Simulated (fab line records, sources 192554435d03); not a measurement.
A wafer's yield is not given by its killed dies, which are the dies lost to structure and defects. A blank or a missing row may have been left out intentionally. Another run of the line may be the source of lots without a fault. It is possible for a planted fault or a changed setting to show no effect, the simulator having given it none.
Comparing a struck lot with a sound one	flow n5Finfet	14 steps out of a route of 1938
Sound: these wafers, L368.1, L368.2, L368.5. Wafers L383.1, L383.2, L383.6 were the ones struck. The cause is given at the end.
At each step with rows: each side's tool, then ch and its chambers, then its first start. Under that, the readings that differ: sound wafers	struck wafers	difference of the means	sigmas: that difference in standard deviations of wafers without a fault.
alike: same words and numbers on both sides, and readings whose means sit less than 2 such deviations apart. not compared: any withheld reading, any reading some wafer has no value for, any bound like >300 that may hide the same value, and any number with overlapping values for which the record gives no deviation.
A row with sigmas, a row that says differs or no value, or rows on one side alone: a step with any of these is where the two part. Non-overlapping numbers with no deviation appear without sigmas and do not part them. A reading missing from all wafers of one side parts the sides only when that side holds two or more wafers.

N5_BEOL_M5_ILD_DEP_00: deposits SiCOH lowk from DEMS/porogen, target thk 140.64 nm, time 25.9 s.
  sound on pecvd-03 ch 0,1, day 8 07:26; struck on pecvd-02 ch 0,1,2, day 12 10:46
  alike: heaterPowerOuterW, heaterPowerW, rfFwdPowerW, showerheadPlenumPTorr, throttleValvePct
N5_BEOL_M5_CURE_79: cures SiCOH lowk, time 240 s.
  sound on uvCure-02 ch 1, day 8 07:29; struck on uvCure-03 ch 1, day 12 10:50
  alike: lampPowerPct, wafer_temp_C_max
N5_BEOL_M5_THK_MEAS_01:
  struck on filmMetro-01, day 12 11:20; sound on filmMetro-02, day 8 08:00
  alike: M5_ILD_THK
N5_BEOL_M5_PECVD_70: deposits SiO2 from TEOS/O2, target thk 16 nm, time 18 s.
  sound on pecvd-01 ch 1,2, day 8 08:02; struck on pecvd-01 ch 0,2, day 12 11:23
  alike: heaterPowerOuterW, heaterPowerW, rfFwdPowerW, showerheadPlenumPTorr, throttleValvePct
N5_BEOL_M5_HM_DEP_02: deposits TiN, target thk 20 nm.
  struck on pvdSputter-01, day 12 12:32; sound on pvdSputter-01, day 8 08:55
  alike: throttleValvePct
then, 7 steps without rows for these wafers: N5_BEOL_M5_COAT_59 (time 60 s, resist thk 60 nm); N5_BEOL_M5_COAT_60 (time 60 s, resist thk 12 nm); N5_BEOL_M5_COAT_71 (time 60 s, resist thk 5 nm); N5_BEOL_M5_COAT_05 (resist thk 30 nm); N5_BEOL_M5_EBR_07; N5_BEOL_M5_SOFTBAKE_06 (time 60 s); N5_BEOL_M5_EXPOSE_08 (exposes mask M5, target cd 28 nm).
N5_BEOL_M5_PEB_09: peb time 60 s.
  sound on lithoTrack-04 ch 0, day 8 09:14; struck on lithoTrack-02, day 12 12:59
  no value came back on the struck wafers for chillPlateTempC (C), exhaustPa (Pa); on the sound wafers chillPlateTempC (C) reads 23.11 22.91 23.02
then, 1 step without rows for these wafers: N5_BEOL_M5_DEVELOP_10 (develop time 30 s).

== WHERE THEY PART ==
Only at N5_BEOL_M5_PEB_09, within this record.

WHY: the cause the simulator had injected
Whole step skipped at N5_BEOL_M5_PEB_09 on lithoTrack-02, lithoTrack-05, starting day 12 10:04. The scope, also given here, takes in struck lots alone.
